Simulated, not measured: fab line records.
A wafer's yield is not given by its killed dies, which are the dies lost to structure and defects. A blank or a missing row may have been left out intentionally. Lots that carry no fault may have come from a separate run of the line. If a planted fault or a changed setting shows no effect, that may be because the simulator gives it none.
fab line records + flow n5_finfet
record
- lots=6
- wafers=18
- last_day=19
route steps=1938 shown BEOL_M5@1193 BEOL_M6@1194
lots untouched by any fault: they come from a run of this same line in which no faults occurred
start_h: the number of hours between the record's first day and the start of the first shown wafer of the lot + wait_h: hours from the lot's prior step to this one + " the same as in the row above + L1.1+2: one row covering several wafers at once + - value missing, or start not given + * or withheld: withheld + < > ~ a bound
route shown NAME@n: NAME is a module with steps in the file, n the number in the route of the first one + usual: mean/standard deviation of fault-free wafers + same: alike in all rows + chamber/n: place in a boat + sites: per-site readings + _std_site: the standard deviation of these + _edge_site: the outer-site mean with the inner-site mean subtracted + radius_mm: for every site, how far away it sits from the centre of the wafer + mask NAME#n: copy n + behind: tool/chamber where the wafer was last shaped + hold: reason for holding the lot/hours on hold/outcome of the hold + device: the transistor (n, p or np) that didn't switch + end of line: tests of these same wafers at the route's end + step lacking rows: just its recipe + killed: dies that structure and defects cost at the first sort, which is not the same as the wafer's yield + map: per-die view of a wafer (x killed, . not killed, _ where there is no die)
set.NAME: the setting the step ran with; set.NAME@STEP: the setting that earlier step ran with + model.NAME: the simulator's own value behind a step, which no gauge read
lots seen at some steps along the route; tables by step, rows by wafer
services: from which hour (start_h, from the record's first day; less than 0 if before it) a tool's chamber was out of use, for how many hours, and why
## steps
# step N5_BEOL_M5_INSPECT_58
# recipe
- inspect_instrument=darkfield
- mode=post_dep
# usual
- raw_defect_count=64/19
| lot.wafer | tool              | chamber | start_h | wait_h | raw_defect_count |
|-----------|-------------------|---------|---------|--------|------------------|
| L883.2    | defect_inspect-02 | -       | 223.60  | 0.0    | 99               |
| L883.3    | "                 | -       | "       | "      | 110              |
| L883.4    | "                 | -       | "       | "      | 89               |
| L887.2    | defect_inspect-01 | -       | 283.79  | 0.0    | 44               |
| L887.3    | "                 | -       | "       | "      | 46               |
| L887.4    | "                 | -       | "       | "      | 62               |
| L896.1    | defect_inspect-02 | -       | 333.15  | 0.0    | 49               |
| L896.2    | "                 | -       | "       | "      | 70               |
| L896.4    | "                 | -       | "       | "      | 26               |
| L897.1    | defect_inspect-01 | -       | 335.03  | 0.0    | 101              |
| L897.4    | "                 | -       | "       | "      | 86               |
| L897.6    | "                 | -       | "       | "      | 86               |
| L898.2    | defect_inspect-02 | -       | 338.49  | 0.0    | 61               |
| L898.3    | "                 | -       | "       | "      | 46               |
| L898.5    | "                 | -       | "       | "      | 41               |
| L905.1    | defect_inspect-01 | -       | 380.41  | 0.0    | 62               |
| L905.4    | "                 | -       | "       | "      | 39               |
| L905.6    | "                 | -       | "       | "      | 78               |
# step N5_BEOL_M6_ILD_DEP_00
# recipe
- material=SiCOH_lowk
- target_thk_a=1797.5
- temp_c=300
- precursor=DEMS/porogen
- pressure_torr=5
- rf_w=500
- time_s=33.4
# usual
- heater_power_w=299/65
- showerhead_plenum_p_Torr=5.731/0.014
- throttle_valve_pct=14.0/0.83
| lot.wafer | tool     | chamber | start_h | wait_h | heater_power_w | showerhead_plenum_p_Torr | since_wet_clean_h | throttle_valve_pct |
|-----------|----------|---------|---------|--------|----------------|--------------------------|-------------------|--------------------|
| L883.2    | pecvd-01 | 2       | 223.63  | 0.0    | 280            | 5.751                    | 536               | 12.5               |
| L883.3    | "        | 0       | "       | "      | 251            | 5.754                    | -                 | 14.1               |
| L883.4    | "        | 2       | "       | "      | 286            | 5.758                    | -                 | 12.3               |
| L887.2    | pecvd-01 | 1       | 283.83  | 0.0    | 322            | 5.747                    | 2075              | 14.8               |
| L887.3    | "        | 2       | "       | "      | 265            | 5.739                    | -                 | 12.4               |
| L887.4    | "        | 1       | "       | "      | 315            | 5.745                    | -                 | 15.0               |
| L896.1    | pecvd-02 | 0       | 333.19  | 0.0    | 330            | 5.741                    | 856               | 14.4               |
| L896.2    | "        | 2       | "       | "      | 263            | 5.733                    | 102               | 12.7               |
| L896.4    | "        | 0       | "       | "      | 348            | 5.716                    | -                 | 14.4               |
| L897.1    | pecvd-01 | 1       | 335.07  | 0.0    | 314            | 5.726                    | 2126              | 14.9               |
| L897.4    | "        | 2       | "       | "      | 259            | 5.736                    | -                 | 12.5               |
| L897.6    | "        | 0       | "       | "      | 232            | 5.750                    | -                 | 14.0               |
| L898.2    | pecvd-04 | 0       | 338.52  | 0.0    | 221            | 5.699                    | 1224              | 14.1               |
| L898.3    | "        | 2       | "       | "      | 405            | 5.734                    | 470               | 14.3               |
| L898.5    | "        | 0       | "       | "      | 221            | 5.713                    | -                 | 14.2               |
| L905.1    | pecvd-02 | 0       | 380.45  | 0.0    | 346            | 5.725                    | 903               | 14.4               |
| L905.4    | "        | 1       | "       | "      | 236            | 5.718                    | -                 | 15.0               |
| L905.6    | "        | 0       | "       | "      | 353            | 5.736                    | -                 | 14.5               |
# step N5_BEOL_M6_CURE_74
# recipe
- temp_c=385
- time_s=240
- ambient=He/Ar
- material=SiCOH_lowk
# usual
- lamp_power_pct=52.31/0.055
- wafer_temp_C_max=386.7/0.82
| lot.wafer | tool       | chamber | start_h | wait_h | lamp_power_pct | wafer_temp_C_max |
|-----------|------------|---------|---------|--------|----------------|------------------|
| L883.2    | uv_cure-02 | 1       | 223.80  | 0.1    | 52.35          | 387.9            |
| L883.3    | "          | 1       | "       | "      | 52.40          | 386.8            |
| L883.4    | "          | 1       | "       | "      | 52.29          | 388.3            |
| L887.2    | uv_cure-01 | 2       | 283.99  | 0.1    | 52.40          | 385.6            |
| L887.3    | "          | 2       | "       | "      | 52.30          | 385.9            |
| L887.4    | "          | 2       | "       | "      | 52.25          | 385.8            |
| L896.1    | uv_cure-03 | 2       | 333.26  | 0.0    | 52.34          | 386.0            |
| L896.2    | "          | 2       | "       | "      | 52.30          | 385.3            |
| L896.4    | "          | 2       | "       | "      | 52.32          | 385.9            |
| L897.1    | uv_cure-03 | 1       | 335.13  | 0.0    | 52.22          | 386.6            |
| L897.4    | "          | 1       | "       | "      | 52.32          | 386.5            |
| L897.6    | "          | 1       | "       | "      | 52.43          | 386.3            |
| L898.2    | uv_cure-03 | 1       | 338.67  | 0.1    | 52.33          | 386.4            |
| L898.3    | "          | 1       | "       | "      | 52.25          | 386.5            |
| L898.5    | "          | 1       | "       | "      | 52.24          | 385.5            |
| L905.1    | uv_cure-03 | 1       | 380.53  | 0.1    | 52.36          | 386.7            |
| L905.4    | "          | 1       | "       | "      | 52.26          | 385.9            |
| L905.6    | "          | 1       | "       | "      | 52.27          | 386.0            |
# step N5_BEOL_M6_THK_MEAS_01
# recipe
- reads=SiCOH_lowk_of_BEOL_M6_ILD_DEP_00
# usual
- M6_ILD_THK=155.0/1.8
| lot.wafer | tool          | chamber | start_h | wait_h | M6_ILD_THK[nm] |
|-----------|---------------|---------|---------|--------|----------------|
| L883.2    | film_metro-01 | -       | 224.23  | 0.4    | 151.5          |
| L883.3    | "             | -       | "       | "      | 154.5          |
| L883.4    | "             | -       | "       | "      | 154.7          |
| L887.2    | film_metro-02 | -       | 284.43  | 0.4    | 153.5          |
| L887.3    | "             | -       | "       | "      | 155.2          |
| L887.4    | "             | -       | "       | "      | 155.0          |
| L896.1    | film_metro-02 | -       | 333.78  | 0.4    | 152.4          |
| L896.2    | "             | -       | "       | "      | 155.6          |
| L896.4    | "             | -       | "       | "      | 156.5          |
| L897.1    | film_metro-01 | -       | 335.65  | 0.4    | 156.2          |
| L897.4    | "             | -       | "       | "      | 158.7          |
| L897.6    | "             | -       | "       | "      | 156.7          |
| L898.2    | film_metro-02 | -       | 339.10  | 0.4    | 152.7          |
| L898.3    | "             | -       | "       | "      | 153.5          |
| L898.5    | "             | -       | "       | "      | 153.9          |
| L905.1    | film_metro-02 | -       | 381.04  | 0.4    | 156.2          |
| L905.4    | "             | -       | "       | "      | 157.6          |
| L905.6    | "             | -       | "       | "      | 158.7          |
# step N5_BEOL_M6_PECVD_70
# recipe
- material=SiO2
- target_thk_a=200
- temp_c=400
- precursor=TEOS/O2
- pressure_torr=5.5
- rf_w=450
- teos_flow_sccm=53.8
- gas=O2
- flow_sccm=3000
- time_s=22.7
# usual
- heater_power_w=697/110
- showerhead_plenum_p_Torr=8.74/0.048
- throttle_valve_pct=22.7/1.3
| lot.wafer | tool     | chamber | start_h | wait_h | heater_power_w | showerhead_plenum_p_Torr | since_wet_clean_h | throttle_valve_pct |
|-----------|----------|---------|---------|--------|----------------|--------------------------|-------------------|--------------------|
| L883.2    | pecvd-04 | 0       | 224.27  | 0.0    | 515            | 8.69                     | 1109              | 23.4               |
| L883.3    | "        | 2       | "       | "      | 856            | 8.79                     | 355               | 22.8               |
| L883.4    | "        | 0       | "       | "      | 505            | 8.66                     | -                 | 23.1               |
| L887.2    | pecvd-02 | 0       | 284.46  | 0.0    | 762            | 8.73                     | 807               | 23.1               |
| L887.3    | "        | 2       | "       | "      | 546            | 8.77                     | 53                | 20.5               |
| L887.4    | "        | 2       | "       | "      | 564            | 8.76                     | -                 | 20.7               |
| L896.1    | pecvd-01 | 2       | 333.82  | 0.0    | 661            | 8.80                     | 646               | 20.2               |
| L896.2    | "        | 0       | "       | "      | 556            | 8.80                     | 1400              | 23.0               |
| L896.4    | "        | 2       | "       | "      | 679            | 8.78                     | -                 | 20.0               |
| L897.1    | pecvd-02 | 2       | 335.68  | 0.0    | 561            | 8.76                     | 104               | 20.7               |
| L897.4    | "        | 1       | "       | "      | 656            | 8.65                     | -                 | 23.7               |
| L897.6    | "        | 0       | "       | "      | 750            | 8.76                     | -                 | 23.2               |
| L898.2    | pecvd-04 | 0       | 339.14  | 0.0    | 505            | 8.69                     | 1224              | 23.0               |
| L898.3    | "        | 2       | "       | "      | 833            | 8.79                     | 470               | 23.1               |
| L898.5    | "        | 0       | "       | "      | 509            | 8.71                     | -                 | 23.5               |
| L905.1    | pecvd-02 | 2       | 381.08  | 0.0    | 667            | 8.76                     | 150               | 21.0               |
| L905.4    | "        | 1       | "       | "      | 586            | 8.68                     | -                 | 24.2               |
| L905.6    | "        | 2       | "       | "      | 659            | 8.80                     | -                 | 20.8               |
# step N5_BEOL_M6_HM_DEP_02
# recipe
- material=TiN
- target_thk_a=200
- temp_c=25
- chamber_pressure_pa=0.49996
# usual
- throttle_valve_pct=30.5/0.79
| lot.wafer | tool           | chamber | start_h | wait_h | throttle_valve_pct |
|-----------|----------------|---------|---------|--------|--------------------|
| L883.2    | pvd_sputter-01 | -       | 224.33  | 0.0    | 29.1               |
| L883.3    | "              | -       | "       | "      | 31.3               |
| L883.4    | "              | -       | "       | "      | 31.7               |
| L887.2    | pvd_sputter-03 | -       | 286.15  | 1.7    | 29.7               |
| L887.3    | "              | -       | "       | "      | 30.3               |
| L887.4    | "              | -       | "       | "      | 30.0               |
| L896.1    | pvd_sputter-03 | -       | 337.75  | 3.9    | 30.0               |
| L896.2    | "              | -       | "       | "      | 30.0               |
| L896.4    | "              | -       | "       | "      | 30.3               |
| L897.1    | pvd_sputter-02 | -       | 338.09  | 2.4    | 30.3               |
| L897.4    | "              | -       | "       | "      | 29.2               |
| L897.6    | "              | -       | "       | "      | 31.3               |
| L898.2    | pvd_sputter-01 | -       | 339.26  | 0.1    | 31.3               |
| L898.3    | "              | -       | "       | "      | 31.4               |
| L898.5    | "              | -       | "       | "      | 31.3               |
| L905.1    | pvd_sputter-01 | -       | 383.59  | 2.5    | 31.4               |
| L905.4    | "              | -       | "       | "      | 31.4               |
| L905.6    | "              | -       | "       | "      | 31.3               |
# step N5_BEOL_M6_COAT_59
# recipe
- resist=SOC
- temp_c=250
- time_s=60
- spin_rpm=1500
- resist_thk_nm=100
# step N5_BEOL_M6_COAT_60
# recipe
- resist=SiARC
- temp_c=220
- time_s=60
- spin_rpm=1500
- resist_thk_nm=35
# step N5_BEOL_M6_COAT_05
# recipe
- resist=CAR-ArF
- spin_rpm=1500
- resist_thk_nm=90
# step N5_BEOL_M6_EBR_07
# recipe
- solvent=PGMEA
- ebr_width_mm=1.5
# step N5_BEOL_M6_SOFTBAKE_06
# recipe
- temp_c=110
- time_s=60
- resist=CAR-ArF
# step N5_BEOL_M6_EXPOSE_08
# recipe
- mask_id=M6
- na=1.35
- source_shape=dipole
- sigma_inner=0.817
- sigma_outer=0.97
- polarization=te
- dose_mj=68.25
# step N5_BEOL_M6_PEB_09
# recipe
- peb_temp_c=withheld
- peb_time_s=60
- resist=CAR-ArF
# usual
- chill_plate_temp_C=23.01/0.088
- exhaust_pa=45.2/0.85
| lot.wafer | tool           | chamber | start_h | wait_h | chill_plate_temp_C | exhaust_pa |
|-----------|----------------|---------|---------|--------|--------------------|------------|
| L883.2    | litho_track-03 | 0       | 227.79  | 0.0    | 23.01              | 45.5       |
| L883.3    | "              | 0       | "       | "      | 22.78              | 45.7       |
| L883.4    | "              | 0       | "       | "      | 22.94              | 43.9       |
| L887.2    | litho_track-04 | 0       | 286.46  | 0.0    | 22.98              | 45.4       |
| L887.3    | "              | 0       | "       | "      | 23.08              | 45.2       |
| L887.4    | "              | 0       | "       | "      | 22.94              | 45.0       |
| L896.1    | litho_track-05 | -       | 338.18  | 0.1    | -                  | -          |
| L896.2    | "              | -       | "       | "      | -                  | -          |
| L896.4    | "              | -       | "       | "      | -                  | -          |
| L897.1    | litho_track-04 | -       | 338.52  | 0.1    | -                  | -          |
| L897.4    | "              | -       | "       | "      | -                  | -          |
| L897.6    | "              | -       | "       | "      | -                  | -          |
| L898.2    | litho_track-05 | 0       | 339.56  | 0.0    | 22.87              | 43.7       |
| L898.3    | "              | 0       | "       | "      | 23.10              | 43.3       |
| L898.5    | "              | 0       | "       | "      | 22.97              | 43.8       |
| L905.1    | litho_track-04 | 0       | 383.90  | 0.1    | 23.12              | 46.1       |
| L905.4    | "              | 0       | "       | "      | 23.02              | 45.3       |
| L905.6    | "              | 0       | "       | "      | 22.91              | 45.2       |
# step N5_BEOL_M6_DEVELOP_10
# recipe
- develop_time_s=30
- developer=TMAH
- resist=CAR-ArF
- rinse_liquid=diw
- dry=air_spin
- dev_temp_c=23
## services
| tool           | chamber | start_h | hours | kind                          |
|----------------|---------|---------|-------|-------------------------------|
| pecvd-02       | 2       | 202.38  | -     | clean                         |
| pecvd-02       | 2       | 202.38  | -     | consumable_replace:showerhead |
| pecvd-02       | 2       | 202.38  | 29.0  | scheduled_down                |
| pecvd-02       | 2       | 202.38  | 29.0  | vent_cycle                    |
| pecvd-02       | -       | 207.61  | 0.5   | repair                        |
| pecvd-02       | 1       | 208.36  | 5.5   | scheduled_down                |
| pecvd-01       | 1       | 216.06  | 12.8  | repair                        |
| pecvd-01       | 2       | 220.21  | 2.1   | scheduled_down                |
| uv_cure-01     | -       | 227.10  | 18.7  | repair                        |
| pecvd-04       | 0       | 228.23  | 9.0   | repair                        |
| pecvd-01       | -       | 228.73  | 2.5   | repair                        |
| pecvd-01       | -       | 231.27  | 2.8   | pm                            |
| pecvd-02       | 1       | 245.88  | 19.7  | repair                        |
| pecvd-04       | -       | 247.48  | 0.7   | repair                        |
| uv_cure-01     | -       | 261.62  | 2.1   | pm                            |
| uv_cure-02     | -       | 262.86  | 0.4   | repair                        |
| uv_cure-01     | -       | 268.04  | 2.8   | pm                            |
| pecvd-04       | 2       | 270.21  | 5.2   | repair                        |
| pecvd-01       | 0       | 279.29  | 5.0   | scheduled_down                |
| pvd_sputter-03 | -       | 347.98  | 6.3   | repair                        |
| pecvd-01       | 1       | 354.25  | 5.5   | scheduled_down                |
| pvd_sputter-02 | -       | 357.28  | 0.6   | repair                        |
| pecvd-04       | 2       | 369.30  | 6.7   | repair                        |
| pecvd-01       | 1       | 383.62  | -     | clean                         |
## key
first_sign
- step=N5_BEOL_M6_PEB_09
- reading=tool_record
- direction=missing
effect none on later readings
met_at N5_BEOL_M6_PEB_09
struck_wafers L896.1,L896.2,L896.4,L897.1,L897.4,L897.6
later_rows_left_out L896.1,L896.2,L896.4,L897.1,L897.4,L897.6
sort_left_out L896.1,L896.2,L896.4,L897.1,L897.4,L897.6
onset_between 286.46 338.18
fault
- kind=skipped_step_whole
- tool=litho_track-04,litho_track-05
- chamber=-
- onset_h=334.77
- steps=N5_BEOL_M6_PEB_09
- scope=struck_lots_only
# sort_left_out: the simulated sort isn't trusted on such a fault, so these wafers' sort isn't shown, and their yield isn't known
# later_rows_left_out: the simulator's readings of these wafers behind a module that went badly wrong aren't trusted and aren't shown, but for the sort
